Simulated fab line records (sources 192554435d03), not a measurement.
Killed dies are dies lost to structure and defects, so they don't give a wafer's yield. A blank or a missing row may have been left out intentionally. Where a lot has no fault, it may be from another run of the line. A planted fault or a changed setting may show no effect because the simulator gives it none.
Matching of chambers | flow n5Finfet | N5_BEOL_M7_CMP_52 on cmp-02 has 4 sister chambers
The step polishes, stops on SiCOH lowk, t overpolish 6.9 s, target thk 80 nm. 8 wafers are shown with their chamber, then 10 later ones without.

== WAFERS, EACH WITH ITS CHAMBER ==
wafer  | chamber | motorCurrentA (A) | timeToEndpointS (s)
L083.2 | 0       | 6.1               | 61
L083.6 | 0       | 6.1               | 57
L093.1 | 1       | 5.8               | 63
L087.4 | 2       | 6.9               | 68
L087.5 | 2       | 6.6               | 65
L087.6 | 3       | 6.1               | 63
L089.2 | 1       | 5.8               | 65
L089.4 | 3       | 6.0               | 62

== WAFERS MISSING THEIR CHAMBER ==
wafer  | motorCurrentA (A) | timeToEndpointS (s)
L089.5 | 5.4               | 64
L088.2 | 6.8               | 67
L088.5 | 5.9               | 64
L088.6 | 6.9               | 68
L091.1 | 5.7               | 63
L091.3 | 5.8               | 61
L091.4 | 5.7               | 65
L092.1 | 6.5               | 69
L092.4 | 6.1               | 67
L092.6 | 5.8               | 64

== WHICH CHAMBER EACH ONE RAN IN ==
wafer  | from the rows above          | in truth
L089.5 | 1                            | 1
L088.2 | 2                            | 2
L088.5 | can't be placed: 1 or 3      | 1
L088.6 | 2                            | 2
L091.1 | 1                            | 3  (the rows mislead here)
L091.3 | can't be placed: 1 or 3 or 0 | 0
L091.4 | 1                            | 1
L092.1 | 2                            | 2
L092.4 | can't be placed: 3 or 1 or 0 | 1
L092.6 | 1                            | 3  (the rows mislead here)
Placed correctly: 5 of 10. These rows do not allow placing 3 (true chamber among the candidates in 3). Number placed wrongly: 2.
How it was worked out, from the rows above alone: a wafer's distance from a chamber is the root of the sum, over the readings, of the square of ((its reading less the chamber's mean) divided by the reading's scatter). If the next closest chamber is less than 2 further off than the closest, the wafer can't be placed; otherwise it belongs to the closest. Each chamber's mean is taken over the wafers shown for it. The scatter: take each reading less its chamber's mean, square it, sum over the shown wafers, divide by the number of wafers less the number of chambers, and take the root.
